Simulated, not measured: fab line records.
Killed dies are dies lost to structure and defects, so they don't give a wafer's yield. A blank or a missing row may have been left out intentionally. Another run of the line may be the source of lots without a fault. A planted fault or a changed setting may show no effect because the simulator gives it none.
Split-lot study || flow n5_finfet || 21 wafers read across 7 lots, on a route 1938 steps long

ABOUT THE SPLIT
At N5_BEOL_M0_ETCH_109 (etches SiCN in CH3F/O2, target depth 8 nm, overetch 2.4 nm, time 27.4 s), the setting bias_w was moved away from the recipe's 75 W on 8 of the 21 wafers read, by -17.8% to +15.9%. This setting was run at the recipe's value on the other wafers.

The reading comes from the split's own step.

THE READING
rf_vpp_V, in V, at N5_BEOL_M0_ETCH_109 (etches SiCN in CH3F/O2, target depth 8 nm, overetch 2.4 nm, time 27.4 s). A value of 297.1 V with a standard deviation of 1.8 V is what fault-free wafers of this fab line usually give.

{"wafer": "L075.1", "tool, chamber at the split": "rie_diel-04, 2", "bias_w as run, W": 75, "against the recipe": "recipe", "rf_vpp_V, V": 295.4, "against lot-mates on the recipe": "-"}
{"wafer": "L075.3", "tool, chamber at the split": "rie_diel-04, 3", "bias_w as run, W": 84.92, "against the recipe": "+13.2%", "rf_vpp_V, V": 322.3, "against lot-mates on the recipe": "+26.9"}
{"wafer": "L075.4", "tool, chamber at the split": "rie_diel-04, 0", "bias_w as run, W": 84.92, "against the recipe": "+13.2%", "rf_vpp_V, V": 323.8, "against lot-mates on the recipe": "+28.4"}
{"wafer": "L079.1", "tool, chamber at the split": "rie_diel-06, 0", "bias_w as run, W": 82.71, "against the recipe": "+10.3%", "rf_vpp_V, V": 314.8, "against lot-mates on the recipe": "+18.6"}
{"wafer": "L079.3", "tool, chamber at the split": "rie_diel-06, 2", "bias_w as run, W": 75, "against the recipe": "recipe", "rf_vpp_V, V": 297.0, "against lot-mates on the recipe": "-"}
{"wafer": "L079.5", "tool, chamber at the split": "rie_diel-06, 0", "bias_w as run, W": 75, "against the recipe": "recipe", "rf_vpp_V, V": 295.4, "against lot-mates on the recipe": "-"}
{"wafer": "L081.2", "tool, chamber at the split": "rie_diel-06, 0", "bias_w as run, W": 75, "against the recipe": "recipe", "rf_vpp_V, V": 296.1, "against lot-mates on the recipe": "-"}
{"wafer": "L081.4", "tool, chamber at the split": "rie_diel-06, 0", "bias_w as run, W": 75, "against the recipe": "recipe", "rf_vpp_V, V": 295.6, "against lot-mates on the recipe": "-"}
{"wafer": "L081.6", "tool, chamber at the split": "rie_diel-06, 2", "bias_w as run, W": 63.2, "against the recipe": "-15.7%", "rf_vpp_V, V": 267.6, "against lot-mates on the recipe": -28.2}
{"wafer": "L083.1", "tool, chamber at the split": "rie_diel-06, 2", "bias_w as run, W": 86.95, "against the recipe": "+15.9%", "rf_vpp_V, V": 326.9, "against lot-mates on the recipe": "+30.4"}
{"wafer": "L083.4", "tool, chamber at the split": "rie_diel-06, 1", "bias_w as run, W": 75, "against the recipe": "recipe", "rf_vpp_V, V": 296.5, "against lot-mates on the recipe": "-"}
{"wafer": "L083.5", "tool, chamber at the split": "rie_diel-06, 2", "bias_w as run, W": 86.95, "against the recipe": "+15.9%", "rf_vpp_V, V": 325.8, "against lot-mates on the recipe": "+29.3"}
{"wafer": "L085.1", "tool, chamber at the split": "rie_diel-06, 0", "bias_w as run, W": 75, "against the recipe": "recipe", "rf_vpp_V, V": 295.2, "against lot-mates on the recipe": "-"}
{"wafer": "L085.2", "tool, chamber at the split": "rie_diel-06, 3", "bias_w as run, W": 75, "against the recipe": "recipe", "rf_vpp_V, V": 298.6, "against lot-mates on the recipe": "-"}
{"wafer": "L085.6", "tool, chamber at the split": "rie_diel-06, 1", "bias_w as run, W": 75, "against the recipe": "recipe", "rf_vpp_V, V": 297.7, "against lot-mates on the recipe": "-"}
{"wafer": "L087.1", "tool, chamber at the split": "rie_diel-05, 0", "bias_w as run, W": 75, "against the recipe": "recipe", "rf_vpp_V, V": 297.8, "against lot-mates on the recipe": "-"}
{"wafer": "L087.2", "tool, chamber at the split": "rie_diel-05, 2", "bias_w as run, W": 81.39, "against the recipe": "+8.5%", "rf_vpp_V, V": 315.9, "against lot-mates on the recipe": "+19.1"}
{"wafer": "L087.3", "tool, chamber at the split": "rie_diel-05, 3", "bias_w as run, W": 75, "against the recipe": "recipe", "rf_vpp_V, V": 295.8, "against lot-mates on the recipe": "-"}
{"wafer": "L097.1", "tool, chamber at the split": "rie_diel-04, 0", "bias_w as run, W": 75, "against the recipe": "recipe", "rf_vpp_V, V": 298.4, "against lot-mates on the recipe": "-"}
{"wafer": "L097.3", "tool, chamber at the split": "rie_diel-04, 1", "bias_w as run, W": 61.65, "against the recipe": "-17.8%", "rf_vpp_V, V": 260.2, "against lot-mates on the recipe": -38.2}
{"wafer": "L097.5", "tool, chamber at the split": "rie_diel-04, 0", "bias_w as run, W": 75, "against the recipe": "recipe", "rf_vpp_V, V": 298.3, "against lot-mates on the recipe": "-"}

FIT RESULTS
A straight line over all 21 wafers: rf_vpp_V changes by +1.94 V for each +1% of bias_w; r = +1.00; the points scatter about the line by 1.5 V.
The same after taking each lot's own level away (the mean of its wafers on the recipe; 21 wafers): +1.97 V for each +1%; r = +1.00; scatter 1.6 V.
According to that fit, moving bias_w by its largest amount changes the reading by 35 V.
From 295.40 to 298.35 V: that is the span of the lots' own levels, equal to 1.6 times the standard deviation above.
Hence the lot-to-lot level has little effect on the slope; both slopes agree.
Check: with one of the wafers moved furthest among these (-17.8%) left out of the fit, the line predicts -33.8 V for it against its lot-mates. It came out at -38.2 V against them.
Tool readings at the split's step, against how far the setting was moved: rf_vpp_V r = +1.00.

ADDITIONAL SPLITS CARRIED BY THESE WAFERS
Before the reading, these wafers also passed through other splits. Each is held against what the fit with the lots' levels taken away leaves over:
{"other split on the same wafers": "N5_MOL_CONTACT_COAG_ALD_27 time_s", "wafers away from the commonest value": 13, "r with rf_vpp_V (lot level and that fit taken away)": "+0.53"}
{"other split on the same wafers": "N5_MOL_CONTACT_COAG_COAT_76 spin_rpm", "wafers away from the commonest value": 5, "r with rf_vpp_V (lot level and that fit taken away)": "+0.11"}
{"other split on the same wafers": "N5_MOL_CONTACT_COAG_ETCH_67 source_w", "wafers away from the commonest value": 7, "r with rf_vpp_V (lot level and that fit taken away)": "+0.30"}
{"other split on the same wafers": "N5_BEOL_M0_SAQP_SPACER2_ALD_26 target_thk_a", "wafers away from the commonest value": 7, "r with rf_vpp_V (lot level and that fit taken away)": -0.06}
{"other split on the same wafers": "N5_BEOL_M0_SAQP_COAT_69 spin_rpm", "wafers away from the commonest value": 8, "r with rf_vpp_V (lot level and that fit taken away)": -0.18}
{"other split on the same wafers": "N5_BEOL_M0_ETCH_128 source_w", "wafers away from the commonest value": 5, "r with rf_vpp_V (lot level and that fit taken away)": -0.09}

THE FILE'S OWN FIT
rf_vpp_V changes by +1.98 V for each +1% of bias_w, r = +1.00.
